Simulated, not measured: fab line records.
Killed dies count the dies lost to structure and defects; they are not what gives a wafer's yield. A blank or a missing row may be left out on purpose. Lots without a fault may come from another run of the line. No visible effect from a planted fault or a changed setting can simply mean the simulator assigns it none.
Matching of chambers + flow n5-finfet + N5_GATE_CUT_CMP_43 on cmp-01: 4 sister chambers
The step polishes SiO2. 4 wafers are shown with their chamber, then 11 later ones without.

== WAFERS WITH THEIR CHAMBER ==
| wafer  | chamber | motor-current-A (A) |
|--------|---------|---------------------|
| L084.4 | 1       | 14.5                |
| L085.1 | 3       | 11.4                |
| L085.5 | 2       | 11.0                |
| L088.2 | 0       | 12.7                |

== WAFERS MISSING THEIR CHAMBER ==
| wafer  | motor-current-A (A) |
|--------|---------------------|
| L088.3 | 11.6                |
| L088.5 | 10.7                |
| L091.1 | 11.9                |
| L091.3 | 11.5                |
| L091.4 | 10.7                |
| L092.2 | 14.7                |
| L092.4 | 10.8                |
| L092.6 | 11.0                |
| L094.1 | 10.8                |
| L094.4 | 12.4                |
| L094.6 | 13.2                |

== WHICH CHAMBER EACH WENT THROUGH ==
| wafer  | from the rows above          | in truth |
|--------|------------------------------|----------|
| L088.3 | can't be placed: 3 or 2      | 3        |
| L088.5 | can't be placed: 2 or 3      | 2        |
| L091.1 | can't be placed: 3 or 0 or 2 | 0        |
| L091.3 | can't be placed: 3 or 2      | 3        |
| L091.4 | can't be placed: 2 or 3      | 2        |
| L092.2 | 1                            | 1        |
| L092.4 | can't be placed: 2 or 3      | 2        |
| L092.6 | can't be placed: 2 or 3      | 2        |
| L094.1 | can't be placed: 2 or 3      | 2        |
| L094.4 | 0                            | 0        |
| L094.6 | 0                            | 0        |
3 of 11 placed correctly. Not placeable from these rows: 8 (in 8, the candidates include the true chamber). 0 placed wrongly.
How it was worked out, from the rows above alone: a wafer's distance from a chamber is the root of the sum, over the readings, of the square of ((its reading less the chamber's mean) divided by the reading's scatter). The wafer belongs to the nearest chamber; if the next one is less than 2 further off, it can't be placed. For every chamber, the mean is computed from those of its wafers that are shown. The scatter (one wafer shown for each chamber): square how far every hidden wafer sits from the nearest shown wafer, average those squares and take the square root.
